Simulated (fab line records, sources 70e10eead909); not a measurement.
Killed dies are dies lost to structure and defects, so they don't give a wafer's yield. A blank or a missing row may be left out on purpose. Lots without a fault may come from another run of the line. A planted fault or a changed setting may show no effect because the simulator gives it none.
A struck lot beside a sound one | flow nand_harc | 14 steps out of a route of 1302
Sound: wafers L453.2, L453.3, L453.4. Struck: wafer L471.1. (L471.3 of the same lot was not struck and is left out.) The cause comes at the end.
At each step with rows: each side's tool, then ch and its chambers, then its first start. Under that, the readings that differ: sound wafers | struck wafers | difference of the means | sigmas: that difference in standard deviations of wafers without a fault.
alike: readings whose means differ by less than 2 such deviations, and words and numbers that are the same on both sides. not compared: withheld readings, readings that some wafer has no value for, bounds like >300 that may hide the same value, and numbers for which the record gives no deviation and whose values overlap.
The two part at a step that has a row with sigmas, a row that says differs or no value, or rows on one side only. Numbers that don't overlap but have no deviation are shown without sigmas and don't part them. A reading that every wafer of one side lacks parts them only if that side has two wafers or more.

first, 3 steps without rows for these wafers: NHARC_A_CHANNEL_HOLE_D2_STRIP_28 (strips in O2); NHARC_A_CHANNEL_HOLE_D2_PRECLEAN_29 (cleans in SC1); NHARC_A_CHANNEL_HOLE_D2_SRD_30.
NHARC_A_CHANNEL_HOLE_D2_CD_MEAS_31:
  sound on cd_sem-01, day 14 14:01; struck on cd_sem-03, day 22 06:36
  alike: cd_nm
NHARC_A_CHANNEL_HOLE_D2_XSEM_32:
  sound on xsem-01 ch 0, day 14 14:06; struck on xsem-01 ch 0, day 22 06:41
  alike: bot_cd_nm, bow_nm, tilt_deg
NHARC_A_CHANNEL_HOLE_D2_INSPECT_40:
  sound on defect_inspect-02, day 14 14:12; struck on defect_inspect-02, day 22 06:47
  reading          | sound       | struck | difference | sigmas
  raw_defect_count | 359 280 522 | 232    | -155       | -2
then, 2 steps without rows for these wafers: NHARC_A_CHANNEL_FILL_D2_PRECLEAN_00 (cleans in SC1); NHARC_A_CHANNEL_FILL_D2_SRD_01.
NHARC_A_CHANNEL_FILL_D2_ALD_02: deposits SiO2, target thk 6 nm, pulse time 10 s, ald cycles 60.
  sound on ald_hk-02 ch 0,2,3, day 14 14:28; struck on ald_hk-04 ch 1, day 22 07:07
  reading                    | sound             | struck | difference | sigmas
  precursor_pulse_height_rel | 1.010 0.970 0.987 | 1.067  | +0.078     | +4
  alike: heater_power_w
  not compared: ald_cycles
NHARC_A_CHANNEL_FILL_D2_ALD_03: deposits SiNx, target thk 6 nm, pulse time 60 s, ald cycles 58.
  sound on ald_sin_batch-02 ch 0; struck on ald_sin_batch-02 ch 0
  reading                      | sound             | struck | difference | sigmas
  chamber_pressure_Torr (Torr) | 2.004 2.001 2.004 | 1.993  | -0.010     | -2
  alike: precursor_pulse_height_rel
  not compared: ald_cycles
NHARC_A_CHANNEL_FILL_D2_ALD_14: deposits SiO2, target thk 2.5 nm, pulse time 10 s, ald cycles 25.
  sound on ald_hk-02 ch 0,1,2, day 14 20:57; struck on ald_hk-04 ch 1, day 22 14:05
  alike: heater_power_w, precursor_pulse_height_rel
  not compared: ald_cycles
NHARC_A_CHANNEL_FILL_D2_ALD_15: deposits SiNx, target thk 2 nm, pulse time 60 s, ald cycles 19.
  sound on ald_sin_batch-02 ch 0; struck on ald_sin_batch-02 ch 0
  reading                    | sound             | struck | difference | sigmas
  precursor_pulse_height_rel | 0.980 0.988 1.019 | 1.031  | +0.035     | +2
  alike: chamber_pressure_Torr
  not compared: ald_cycles
NHARC_A_CHANNEL_FILL_D2_ALD_16: deposits SiO2, target thk 1.5 nm, pulse time 10 s, ald cycles 15.
  sound on ald_hk-03 ch 1,2,3, day 15 02:05; struck on ald_hk-04 ch 2, day 22 19:14
  reading                    | sound             | struck | difference | sigmas
  ald_cycles                 | 15 15 15          | 17     | +2         |
  precursor_pulse_height_rel | 0.991 0.973 0.996 | 1.035  | +0.048     | +3
  alike: heater_power_w
then, 1 step without rows for these wafers: NHARC_A_CHANNEL_FILL_D2_ANNEAL_17 (time 1800 s).

WHERE THEY PART
First at NHARC_A_CHANNEL_HOLE_D2_INSPECT_40; last, within this record, at NHARC_A_CHANNEL_FILL_D2_ALD_16.

WHY: what the simulator had put in
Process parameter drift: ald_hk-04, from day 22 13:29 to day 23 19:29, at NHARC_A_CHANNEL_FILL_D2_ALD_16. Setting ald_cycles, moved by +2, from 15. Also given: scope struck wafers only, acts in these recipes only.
